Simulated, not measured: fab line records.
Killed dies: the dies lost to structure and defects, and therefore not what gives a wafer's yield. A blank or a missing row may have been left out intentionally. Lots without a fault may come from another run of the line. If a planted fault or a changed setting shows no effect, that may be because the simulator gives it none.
fab line records	flow n5Finfet
record: lots: 7	wafers: 21
route steps=1938 shown BEOL_M4@1037 BEOL_M6@1233 BEOL_M7@1263 BEOL_M8@1342
startH: the number of hours between the record's first day and the start of the first shown wafer of the lot	waitH: time in hours since the lot's previous step	" as in the row above	L1.1+2: a single row standing in for several wafers	- value missing, or start not given	* or withheld: withheld	< > ~ a bound
route shown NAME@n: NAME is a module with steps in the file, n the number in the route of the first one	usual: average and standard deviation across the fault-free wafers	same: alike in all rows	chamber/n: place in a boat	sites: per-site readings	_std_site: the values' standard deviation	_edge_site: mean of outer sites minus mean of inner sites	radiusMm: for every site, how far away it sits from the centre of the wafer	mask NAME#n: copy n	behind: tool/chamber where the wafer was last shaped	hold: why the lot was held/for how many hours/how that ended	device: transistor that didn't switch, given as n, p or np	end of line: tests of these same wafers at the route's end	where a step has no rows: the recipe by itself	killed: at the first sort, the dies lost to defects and structure; wafer yield is something else	map: shows each die of a wafer: x if killed, . if not, _ if none is there
set.NAME: the setting the step ran with; set.NAME@STEP: the setting that earlier step ran with	model.NAME: the simulator's own value behind a step, which no gauge read
lots whose settings were changed on purpose; a table a step, a row a wafer
== steps ==
step: N5_BEOL_M4_DESCUM_16
recipe: chemistry: O2	timeS: 7	sourcePowerW: 50	biasPowerW: 20	pressureMtorr: 20	rfFrequencyHz: 2.712e+07	tempC: 40	resist: CAR-EUV	o2FlowSccm: 225
lot.wafer	tool	chamber	startH	waitH	set.timeS	model.CAR-EUV_of_BEOL_M4_COAT_05.thkNm
L078.2+3+4	rieDiel-02	3,2,1	184.30	0.0	7	26
L082.1	rieDiel-04	0	220.60	0.0	7	26
L082.4+5	"	3,0	"	"	7	26.2
L085.3+5	rieDiel-05	1	234.48	0.0	7	26
L085.6	"	0	"	"	6.092	26.4
L086.1+3+4	rieDiel-05	2,1,2	234.75	0.1	7	26
L094.2	rieDiel-02	2	294.52	0.0	7	25.8
L094.4	"	0	"	"	7.519	25.6
L094.5	"	0	"	"	7.519	25.8
L095.1	rieDiel-04	3	301.68	1.2	7.615	25.6
L095.3+6	"	0	"	"	7	26
L096.3	rieDiel-05	0	301.79	1.1	5.719	26.8
L096.5	"	1	"	"	7	26
L096.6	"	0	"	"	5.719	26.6
step: N5_BEOL_M4_ETCH_74
recipe: chemistry: N2/H2	target: underlayer	targetDepthA: 65	maskMaterial: CAR-EUV	timeS: 5.2	ionEnergyEv: 200	pressureMtorr: 30	sourceW: 840	biasW: 150	n2FlowSccm: 200	h2FlowSccm: 200	ends: cleared
lot.wafer	tool	chamber	startH	waitH	set.timeS@BEOL_M4_DESCUM_16	model.CAR-EUV_of_BEOL_M4_COAT_05.thkNm
L078.2+3+4	rieDiel-02	3,2,1	184.34	0.0	7	20.2
L082.1+4+5	rieDiel-04	0,3,0	220.63	0.0	7	20.4
L085.3+5	rieDiel-05	1	234.51	0.0	7	20.4
L085.6	"	0	"	"	6.092	20.8
L086.1+3+4	rieDiel-05	2,1,2	234.79	0.0	7	20.2
L094.2	rieDiel-02	2	294.55	0.0	7	20.2
L094.4+5	"	0	"	"	7.519	20
L095.1	rieDiel-04	3	301.71	0.0	7.615	20
L095.3+6	"	0	"	"	7	20.2
L096.3	rieDiel-05	0	301.82	0.0	5.719	21
L096.5	"	1	"	"	7	20.4
L096.6	"	0	"	"	5.719	20.8
step: N5_BEOL_M4_COAT_76
recipe: resist: underlayer	tempC: 205	timeS: 60	spinRpm: 1500	resistThkNm: 5
lot.wafer	tool	chamber	startH	waitH	set.spinRpm
L078.2+3+4	lithoTrack-03	0	-	-	1500
L082.1+4+5	lithoTrack-05	0	-	-	1500
L085.3+5	lithoTrack-01	0	-	-	1392
L085.6	"	0	"	"	1500
L086.1+3+4	lithoTrack-01	0	-	-	1500
L094.2+4	lithoTrack-03	0	-	-	1500
L094.5	"	0	"	"	1391
L095.1+3	lithoTrack-01	0	-	-	1500
L095.6	"	0	"	"	1336
L096.3	lithoTrack-05	0	-	-	1500
L096.5+6	"	0	"	"	1658
step: N5_BEOL_M4_COAT_22
recipe: resist: CAR-EUV	spinRpm: 1500	resistThkNm: 30
step: N5_BEOL_M4_EBR_24
recipe: solvent: PGMEA	ebrWidthMm: 1.5
step: N5_BEOL_M4_DESCUM_33
recipe: chemistry: O2	timeS: 7	sourcePowerW: 50	biasPowerW: 20	pressureMtorr: 20	rfFrequencyHz: 2.712e+07	tempC: 40	resist: CAR-EUV	o2FlowSccm: 225
step: N5_BEOL_M4_ETCH_77
recipe: chemistry: N2/H2	target: underlayer	targetDepthA: 65	maskMaterial: CAR-EUV	timeS: 5.2	ionEnergyEv: 200	pressureMtorr: 30	sourceW: 840	biasW: 150	n2FlowSccm: 200	h2FlowSccm: 200	ends: cleared
usual: etchRfOnTimeS: 5.19/0.071
lot.wafer	tool	chamber	startH	waitH	set.spinRpm@BEOL_M4_COAT_76	etchRfOnTimeS	model.etch.depthNm
L078.2	rieDiel-02	1	185.35	0.0	1500	5.19	4.992
L078.3	"	2	"	"	1500	5.24	4.997
L078.4	"	0	"	"	1500	5.17	5.001
L082.1	rieDiel-02	1	221.70	0.0	1500	5.16	4.98
L082.4	"	0	"	"	1500	5.09	4.981
L082.5	"	3	"	"	1500	5.17	4.958
L085.3	rieDiel-05	2	235.54	0.0	1392	5.34	5.197
L085.5	"	1	"	"	1392	5.48	5.209
L085.6	"	0	"	"	1500	5.21	5.023
L086.1	rieDiel-02	0	235.86	0.0	1500	5.18	5.024
L086.3	"	1	"	"	1500	5.27	5.013
L086.4	"	2	"	"	1500	5.16	5.007
L094.2	rieDiel-02	2	295.64	0.0	1500	5.10	4.989
L094.4	"	1	"	"	1500	5.21	4.985
L094.5	"	2	"	"	1391	5.26	5.175
L095.1	rieDiel-05	2	302.78	0.0	1500	5.24	5.002
L095.3	"	3	"	"	1500	5.18	4.99
L095.6	"	0	"	"	1336	5.54	5.3
L096.3	rieDiel-04	2	302.85	0.0	1500	5.21	4.959
L096.5	"	0	"	"	1658	4.93	4.744
L096.6	"	1	"	"	1658	4.90	4.731
step: N5_BEOL_M4_TRENCH_ETCH_37
recipe: chemistry: C4F6/O2	targetDepthA: 555.55	target: SiOC	timeS: 29.2	ionEnergyEv: 250	pressureMtorr: 30	sourceW: 355	biasW: 185	Ar_flow_sccm: 300	C4F6_flow_sccm: 10	O2_flow_sccm: 10
usual: rfVppV: 668/4.7
lot.wafer	tool	chamber	startH	waitH	set.biasW	rfVppV
L078.2	rieDiel-05	1	-	-	185	665
L078.3	"	0	"	"	185	672
L078.4	"	2	"	"	175.7	648
L082.1	rieDiel-05	0	-	-	185	674
L082.4	"	0	"	"	185	672
L082.5	"	1	"	"	185	665
L086.1	rieDiel-04	3	-	-	176.1	644
L086.3	"	1	"	"	185	658
L086.4	"	2	"	"	176.1	640
L085.3	rieDiel-02	1	-	-	185	673
L085.5	"	0	"	"	185	665
L085.6	"	1	"	"	185	672
L094.2	rieDiel-02	3	-	-	185	665
L094.4	"	2	"	"	207.5	736
L094.5	"	3	"	"	207.5	729
L095.1	rieDiel-02	1	-	-	185	672
L095.3	"	2	"	"	167.7	621
L095.6	"	2	"	"	167.7	620
L096.3	rieDiel-02	0	-	-	185	664
L096.5	"	0	"	"	199.6	707
L096.6	"	1	"	"	185	673
step: N5_BEOL_M6_ETCH_66
recipe: chemistry: N2/H2	target: SOC	targetDepthA: 800	overetchA: 160	maskMaterial: SiARC	tempC: 40	timeS: 120	ionEnergyEv: 200	pressureMtorr: 30	sourceW: 840	biasW: 150	n2FlowSccm: 200	h2FlowSccm: 200
usual: rfVppV: 525/3.3
lot.wafer	tool	chamber	startH	waitH	set.biasW	rfVppV	model.SiARC_of_BEOL_M6_COAT_64.thkNm
L078.2	rieDiel-05	2	238.81	0.0	150	529	6.4
L078.3	"	1	"	"	164.7	549	5.8
L078.4	"	2	"	"	164.7	561	5.6
L082.1	rieDiel-02	3	258.04	0.0	150	526	6.6
L082.4	"	2	"	"	150	523	6.2
L082.5	"	2	"	"	150	523	6.2
L086.1	rieDiel-05	1	268.07	0.0	176.1	574	5.2
L086.3	"	3	"	"	176.1	581	5.2
L086.4	"	1	"	"	150	519	6.6
L085.3	rieDiel-02	0	292.40	0.0	171.7	574	5.4
L085.5	"	1	"	"	150	525	6.4
L085.6	"	2	"	"	171.7	569	5.4
L094.2	rieDiel-04	1	325.33	0.0	161.1	550	5.8
L094.4	"	0	"	"	161.1	550	5.8
L094.5	"	1	"	"	150	528	6.4
L095.1	rieDiel-04	2	331.73	0.0	150	522	6.2
L095.3	"	1	"	"	150	530	6.4
L095.6	"	2	"	"	150	520	6.4
L096.3	rieDiel-02	1	353.55	0.0	163.5	557	5.8
L096.5	"	3	"	"	163.5	555	6
L096.6	"	2	"	"	150	523	6.4
step: N5_BEOL_M7_ILD_DEP_00
recipe: material: SiCOH_lowk	targetThkA: 1797.5	tempC: 300	precursor: DEMS/porogen	pressureTorr: 5	rfW: 500	timeS: 33.4
lot.wafer	tool	chamber	startH	waitH	set.timeS	model.SiCOH_lowk_of_BEOL_M7_ILD_DEP_00.thkNm
L078.2	pecvd-03	2	241.95	0.0	33.4	179.4
L078.3	"	1	"	"	33.4	179.8
L078.4	"	0	"	"	33.4	184.4
L082.1	pecvd-04	0	262.89	0.0	33.4	176.6
L082.4	"	2	"	"	33.4	180.8
L082.5	"	0	"	"	33.4	181.6
L086.1	pecvd-03	2	272.00	0.0	33.4	179.4
L086.3	"	1	"	"	33.4	179.6
L086.4	"	2	"	"	33.4	181
L085.3	pecvd-04	2	295.52	0.0	33.4	180.8
L085.5	"	1	"	"	33.4	182
L085.6	"	2	"	"	33.4	181.2
L094.2+5	pecvd-04	2,0	331.15	0.0	33.4	180.2
L094.4	"	2	"	"	33.4	180.8
L095.1	pecvd-01	2	335.56	0.0	33.4	177.2
L095.3	"	0	"	"	35.72	190
L095.6	"	1	"	"	35.72	194
L096.3	pecvd-01	2	358.32	0.0	33.4	177.6
L096.5	"	1	"	"	29.52	162
L096.6	"	2	"	"	33.4	183.4
step: N5_BEOL_M7_CURE_74
recipe: tempC: 385	timeS: 240	ambient: He/Ar	material: SiCOH_lowk
lot.wafer	tool	chamber	startH	waitH	set.timeS@BEOL_M7_ILD_DEP_00	model.SiCOH_lowk_of_BEOL_M7_ILD_DEP_00.thkNm
L078.2	uvCure-01	2	242.17	0.2	33.4	154.8
L078.3	"	2	"	"	33.4	155
L078.4	"	2	"	"	33.4	159
L082.1	uvCure-02	1	262.96	0.0	33.4	152.2
L082.4	"	1	"	"	33.4	156
L082.5	"	1	"	"	33.4	156.6
L086.1+3	uvCure-02	2	272.07	0.0	33.4	154.8
L086.4	"	2	"	"	33.4	156
L085.3	uvCure-01	1	295.74	0.2	33.4	156
L085.5	"	1	"	"	33.4	156.8
L085.6	"	1	"	"	33.4	156.2
L094.2+5	uvCure-01	0	331.29	0.1	33.4	155.4
L094.4	"	0	"	"	33.4	155.8
L095.1	uvCure-02	1	335.62	0.0	33.4	152.8
L095.3	"	1	"	"	35.72	164
L095.6	"	1	"	"	35.72	167.4
L096.3	uvCure-03	2	358.70	0.4	33.4	153.2
L096.5	"	2	"	"	29.52	139.6
L096.6	"	2	"	"	33.4	158.2
step: N5_BEOL_M7_THK_MEAS_01
recipe: reads: SiCOH_lowk_of_BEOL_M7_ILD_DEP_00
usual: M7_ILD_THK: 156.3/2
lot.wafer	tool	chamber	startH	waitH	set.timeS@BEOL_M7_ILD_DEP_00	M7_ILD_THK[nm]
L078.2	filmMetro-01	-	243.01	0.7	33.4	154.8
L078.3	"	-	"	"	33.4	155.0
L078.4	"	-	"	"	33.4	159.0
L082.1	filmMetro-02	-	263.47	0.4	33.4	152.3
L082.4	"	-	"	"	33.4	156.1
L082.5	"	-	"	"	33.4	156.6
L086.1	filmMetro-02	-	272.58	0.4	33.4	154.7
L086.3	"	-	"	"	33.4	154.9
L086.4	"	-	"	"	33.4	156.1
L085.3	filmMetro-01	-	296.10	0.3	33.4	156.0
L085.5	"	-	"	"	33.4	156.9
L085.6	"	-	"	"	33.4	156.1
L094.2	filmMetro-01	-	331.72	0.4	33.4	155.3
L094.4	"	-	"	"	33.4	155.9
L094.5	"	-	"	"	33.4	155.3
L095.1	filmMetro-02	-	336.14	0.4	33.4	152.8
L095.3	"	-	"	"	35.72	164.0
L095.6	"	-	"	"	35.72	167.4
L096.3	filmMetro-02	-	359.05	0.3	33.4	153.1
L096.5	"	-	"	"	29.52	139.4
L096.6	"	-	"	"	33.4	158.3
step: N5_BEOL_M8_EXPOSE_08
recipe: maskId: M8	na: 1.35	sourceShape: dipole	sigmaInner: 0.817	sigmaOuter: 0.97	polarization: te	doseMj: 68.25
lot.wafer	tool	chamber	startH	waitH	mask	set.doseMj
L078.2+4	arfiScanner-01	0	253.99	-	M8#0	70.76
L078.3	"	0	"	"	M8#0	68.25
L082.1+4+5	arfiScanner-01	0	271.30	-	M8#0	68.25
L086.1+4	arfiScanner-01	0	287.02	-	M8#0	68.25
L086.3	"	0	"	"	M8#0	70.26
L085.3+6	arfiScanner-01	0	304.77	-	M8#0	66.9
L085.5	"	0	"	"	M8#0	68.25
L094.2+5	arfiScanner-02	0	339.63	-	M8#0	65.98
L094.4	"	0	"	"	M8#0	68.25
L095.1+6	arfiScanner-02	0	343.76	-	M8#0	69.78
L095.3	"	0	"	"	M8#0	68.25
L096.3+6	arfiScanner-02	0	368.23	-	M8#0	63.76
L096.5	"	0	"	"	M8#0	68.25
step: N5_BEOL_M8_PEB_09
recipe: pebTempC: withheld	pebTimeS: 60	resist: CAR-ArF
step: N5_BEOL_M8_DEVELOP_10
recipe: developTimeS: 30	developer: TMAH	resist: CAR-ArF	rinseLiquid: diw	dry: airSpin	devTempC: 23
step: N5_BEOL_M8_CD_MEAS_11
recipe: targetCdNm: 38.5	landingEnergyEv: 500	detector: seInlens	polarity: opening
usual: cdNm: 38.5/0.43
lot.wafer	tool	chamber	startH	waitH	set.doseMj@BEOL_M8_EXPOSE_08	cdNm
L078.2	cdSem-01	0	254.11	-	70.76	41.0
L078.3	"	0	"	"	68.25	38.5
L078.4	"	0	"	"	70.76	40.4
L082.1	cdSem-02	0	271.43	-	68.25	38.6
L082.4	"	0	"	"	68.25	38.4
L082.5	"	0	"	"	68.25	38.8
L086.1	cdSem-01	0	287.15	-	68.25	38.1
L086.3	"	0	"	"	70.26	39.7
L086.4	"	0	"	"	68.25	38.1
L085.3	cdSem-01	0	304.89	-	66.9	37.6
L085.5	"	0	"	"	68.25	38.1
L085.6	"	0	"	"	66.9	37.3
L094.2	cdSem-03	0	339.75	-	65.98	36.8
L094.4	"	0	"	"	68.25	38.2
L094.5	"	0	"	"	65.98	36.2
L095.1	cdSem-03	0	343.88	-	69.78	38.9
L095.3	"	0	"	"	68.25	37.4
L095.6	"	0	"	"	69.78	39.1
L096.3	cdSem-03	0	368.35	-	63.76	35.7
L096.5	"	0	"	"	68.25	38.6
L096.6	"	0	"	"	63.76	36.2
step: N5_BEOL_M8_DESCUM_16
recipe: chemistry: O2	timeS: 7.9	sourcePowerW: 50	biasPowerW: 20	pressureMtorr: 20	rfFrequencyHz: 2.712e+07	tempC: 40	resist: CAR-ArF	o2FlowSccm: 225
lot.wafer	tool	chamber	startH	waitH	set.timeS	model.CAR-ArF_of_BEOL_M8_COAT_05.thkNm
L078.2+4	rieDiel-05	3,2	254.20	0.0	7.9	83.2
L078.3	"	0	"	"	6.68	84.2
L082.1	rieDiel-04	0	271.53	0.0	7.9	83.6
L082.4+5	"	3,1	"	"	7.9	83.4
L086.1	rieDiel-02	3	287.35	0.1	7.112	84.2
L086.3	"	0	"	"	7.112	84
L086.4	"	1	"	"	7.9	83.4
L085.3	rieDiel-04	2	305.25	0.3	7.9	83.2
L085.5	"	0	"	"	6.831	83.8
L085.6	"	1	"	"	6.831	84.2
L094.2+4	rieDiel-02	2,1	339.85	0.0	7.022	83.8
L094.5	"	2	"	"	7.022	84
L095.1	rieDiel-05	1	344.21	0.3	8.671	83
L095.3	"	2	"	"	7.9	83.2
L095.6	"	2	"	"	7.9	83.6
L096.3	rieDiel-04	2	368.44	0.0	8.474	83.2
L096.5	"	0	"	"	7.9	83.2
L096.6	"	1	"	"	7.9	83.6
step: N5_BEOL_M8_ETCH_61
recipe: chemistry: CF4	target: SiARC	targetDepthA: 455	maskMaterial: CAR-ArF	timeS: 75.8	ionEnergyEv: 80	pressureMtorr: 40	sourceW: 545	biasW: 36	Ar_flow_sccm: 100	cf4FlowSccm: 100	ends: cleared
lot.wafer	tool	chamber	startH	waitH	set.doseMj@BEOL_M8_EXPOSE_08	set.timeS@BEOL_M8_DESCUM_16	model.BEOL_M8.cdOffsetNm	model.CAR-ArF_of_BEOL_M8_COAT_05.thkNm
L078.2+4	rieDiel-05	3,2	254.23	0.0	70.76	7.9	2	50.6
L078.3	"	0	"	"	68.25	6.68	-0.4	51.8
L082.1	rieDiel-04	0	271.56	0.0	68.25	7.9	-0.2	51.2
L082.4	"	3	"	"	68.25	7.9	0	51
L082.5	"	1	"	"	68.25	7.9	0.2	51
L086.1	rieDiel-02	3	287.39	0.0	68.25	7.112	-0.2	51.6
L086.3	"	0	"	"	70.26	7.112	0.8	51.2
L086.4	"	1	"	"	68.25	7.9	-0.4	51
L085.3	rieDiel-04	2	305.29	0.0	66.9	7.9	-0.6	50.6
L085.5	"	0	"	"	68.25	6.831	-0.6	51.2
L085.6	"	1	"	"	66.9	6.831	-1.2	51.6
L094.2	rieDiel-02	2	339.88	0.0	65.98	7.022	-1.8	51.2
L094.4	"	1	"	"	68.25	7.022	-0.4	51.2
L094.5	"	2	"	"	65.98	7.022	-2	51.4
L095.1	rieDiel-05	1	344.24	0.0	69.78	8.671	0.4	50.4
L095.3	"	2	"	"	68.25	7.9	-1	50.6
L095.6	"	2	"	"	69.78	7.9	0.4	51
L096.3	rieDiel-04	2	368.47	0.0	63.76	8.474	-2.6	50.6
L096.5	"	0	"	"	68.25	7.9	-0.2	50.8
L096.6	"	1	"	"	63.76	7.9	-2.6	51
step: N5_BEOL_M8_ETCH_62
recipe: chemistry: N2/H2	target: SOC	targetDepthA: 1100	overetchA: 220	maskMaterial: SiARC	tempC: 40	timeS: 165	ionEnergyEv: 200	pressureMtorr: 30	sourceW: 840	biasW: 150	n2FlowSccm: 200	h2FlowSccm: 200
lot.wafer	tool	chamber	startH	waitH	set.doseMj@BEOL_M8_EXPOSE_08	model.BEOL_M8.cdOffsetNm
L078.2+4	rieDiel-05	3,2	254.29	0.0	70.76	2
L078.3	"	0	"	"	68.25	-0.4
L082.1	rieDiel-04	0	271.62	0.0	68.25	-0.6
L082.4	"	3	"	"	68.25	-0.2
L082.5	"	1	"	"	68.25	0.2
L086.1	rieDiel-02	3	287.45	0.0	68.25	-0.4
L086.3	"	0	"	"	70.26	0.6
L086.4	"	1	"	"	68.25	-0.2
L085.3	rieDiel-04	2	305.35	0.0	66.9	-0.6
L085.5	"	0	"	"	68.25	-0.6
L085.6	"	1	"	"	66.9	-1
L094.2	rieDiel-02	2	339.94	0.0	65.98	-1.8
L094.4	"	1	"	"	68.25	-0.6
L094.5	"	2	"	"	65.98	-2
L095.1	rieDiel-05	1	344.30	0.0	69.78	0.2
L095.3	"	2	"	"	68.25	-1
L095.6	"	2	"	"	69.78	0.4
L096.3	rieDiel-04	2	368.53	0.0	63.76	-2.4
L096.5	"	0	"	"	68.25	-0.2
L096.6	"	1	"	"	63.76	-2.6
step: N5_BEOL_M8_STRIP_68
recipe: chemistry: N2/H2	tempC: 40	n2FlowSccm: 200	h2FlowSccm: 200	rfFrequencyHz: 6e+07
step: N5_BEOL_M8_STRIP_67
recipe: chemistry: CF4	resist: SiARC	powerW: 300	biasPowerW: 75	pressureMtorr: 50	cf4FlowSccm: 150	rfFrequencyHz: 6e+07
step: N5_BEOL_M8_HM_OPEN_17
recipe: chemistry: Cl2/BCl3	targetDepthA: 200	overetchA: 60	target: TiN	maskMaterial: SOC	ionEnergyEv: 150	pressureMtorr: 10	icpW: 1000	biasW: 126	Cl2_flow_sccm: 53.25	bcl3FlowSccm: 21.75	Ar_flow_sccm: 25
lot.wafer	tool	chamber	startH	waitH	set.doseMj@BEOL_M8_EXPOSE_08	model.BEOL_M8.cdOffsetNm
L078.2+4	rieMetal-03	0,1	254.48	0.0	70.76	2
L078.3	"	0	"	"	68.25	-0.6
L082.1	rieMetal-03	1	271.81	0.0	68.25	-0.6
L082.4	"	0	"	"	68.25	-0.2
L082.5	"	0	"	"	68.25	0.2
L086.1	rieMetal-01	0	287.63	0.0	68.25	-0.2
L086.3	"	1	"	"	70.26	0.6
L086.4	"	0	"	"	68.25	-0.4
L085.3	rieMetal-03	0	305.56	0.1	66.9	-0.4
L085.5	"	1	"	"	68.25	-0.6
L085.6	"	0	"	"	66.9	-1
L094.2+5	rieMetal-01	0	340.16	0.1	65.98	-2
L094.4	"	0	"	"	68.25	-0.6
L095.1+6	rieMetal-01	0	344.48	0.0	69.78	0.4
L095.3	"	0	"	"	68.25	-1
L096.3	rieMetal-02	1	368.78	0.1	63.76	-2.4
L096.5	"	1	"	"	68.25	-0.2
L096.6	"	1	"	"	63.76	-2.6
step: N5_BEOL_M8_STRIP_19
recipe: chemistry: O2	powerW: 400	tempC: 40	pressureMtorr: 30	rfFrequencyHz: 6e+07	biasPowerW: 0	overashFraction: 0.2	o2FlowSccm: 225
step: N5_BEOL_M8_CD_MEAS_18
recipe: pitchNm: 80	targetCdNm: 40
usual: cdNm: 39.9/0.44
lot.wafer	tool	chamber	startH	waitH	set.doseMj@BEOL_M8_EXPOSE_08	cdNm
L078.2	cdSem-03	-	254.72	0.1	70.76	41.8
L078.3	"	-	"	"	68.25	39.5
L078.4	"	-	"	"	70.76	42.2
L082.1	cdSem-03	-	272.02	0.0	68.25	39.4
L082.4	"	-	"	"	68.25	39.6
L082.5	"	-	"	"	68.25	40.3
L086.1	cdSem-03	-	287.87	0.0	68.25	39.9
L086.3	"	-	"	"	70.26	40.4
L086.4	"	-	"	"	68.25	39.9
L085.3	cdSem-01	-	305.72	0.1	66.9	39.6
L085.5	"	-	"	"	68.25	39.3
L085.6	"	-	"	"	66.9	39.3
L094.2	cdSem-01	-	340.40	0.1	65.98	38.1
L094.4	"	-	"	"	68.25	39.4
L094.5	"	-	"	"	65.98	37.9
L095.1	cdSem-01	-	344.75	0.0	69.78	40.7
L095.3	"	-	"	"	68.25	38.7
L095.6	"	-	"	"	69.78	40.5
L096.3	cdSem-01	-	368.99	0.1	63.76	37.3
L096.5	"	-	"	"	68.25	40.4
L096.6	"	-	"	"	63.76	37.3
== key ==
split: step: N5_BEOL_M4_DESCUM_16	setting: timeS	stated: 7	by: wafer
response: step: N5_BEOL_M4_DESCUM_16	reading: model.CAR-EUV_of_BEOL_M4_COAT_05.thkNm	change: -0.035	per: 1%	r: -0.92
response: step: N5_BEOL_M4_ETCH_74	reading: model.CAR-EUV_of_BEOL_M4_COAT_05.thkNm	change: -0.0277	per: 1%	r: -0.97
split: step: N5_BEOL_M4_COAT_76	setting: spinRpm	stated: 1500	by: wafer
response: step: N5_BEOL_M4_ETCH_77	reading: etchRfOnTimeS	change: *	per: 1%	r: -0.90
response: step: N5_BEOL_M4_ETCH_77	reading: model.etch.depthNm	change: -0.0248	per: 1%	r: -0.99
split: step: N5_BEOL_M4_TRENCH_ETCH_37	setting: biasW	stated: 185	by: wafer
response: step: N5_BEOL_M4_TRENCH_ETCH_37	reading: rfVppV	change: +5.16	per: 1%	r: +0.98
split: step: N5_BEOL_M6_ETCH_66	setting: biasW	stated: 150	by: wafer
response: step: N5_BEOL_M6_ETCH_66	reading: rfVppV	change: +3.22	per: 1%	r: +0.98
response: step: N5_BEOL_M6_ETCH_66	reading: model.SiARC_of_BEOL_M6_COAT_64.thkNm	change: -0.0734	per: 1%	r: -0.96
split: step: N5_BEOL_M7_ILD_DEP_00	setting: timeS	stated: 33.4	by: wafer
response: step: N5_BEOL_M7_ILD_DEP_00	reading: model.SiCOH_lowk_of_BEOL_M7_ILD_DEP_00.thkNm	change: +1.73	per: 1%	r: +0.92
response: step: N5_BEOL_M7_CURE_74	reading: model.SiCOH_lowk_of_BEOL_M7_ILD_DEP_00.thkNm	change: +1.51	per: 1%	r: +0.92
response: step: N5_BEOL_M7_THK_MEAS_01	reading: M7_ILD_THK	change: +1.52	per: 1%	r: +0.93
split: step: N5_BEOL_M8_EXPOSE_08	setting: doseMj	stated: 68.25	by: wafer
response: step: N5_BEOL_M8_CD_MEAS_11	reading: cdNm	change: +0.482	per: 1%	r: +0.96
response: step: N5_BEOL_M8_ETCH_61	reading: model.BEOL_M8.cdOffsetNm	change: +0.428	per: 1%	r: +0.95
response: step: N5_BEOL_M8_ETCH_62	reading: model.BEOL_M8.cdOffsetNm	change: +0.401	per: 1%	r: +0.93
response: step: N5_BEOL_M8_HM_OPEN_17	reading: model.BEOL_M8.cdOffsetNm	change: +0.413	per: 1%	r: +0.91
response: step: N5_BEOL_M8_CD_MEAS_18	reading: cdNm	change: +0.462	per: 1%	r: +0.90
split: step: N5_BEOL_M8_DESCUM_16	setting: timeS	stated: 7.9	by: wafer
response: step: N5_BEOL_M8_DESCUM_16	reading: model.CAR-ArF_of_BEOL_M8_COAT_05.thkNm	change: -0.0577	per: 1%	r: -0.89
response: step: N5_BEOL_M8_ETCH_61	reading: model.CAR-ArF_of_BEOL_M8_COAT_05.thkNm	change: -0.0589	per: 1%	r: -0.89
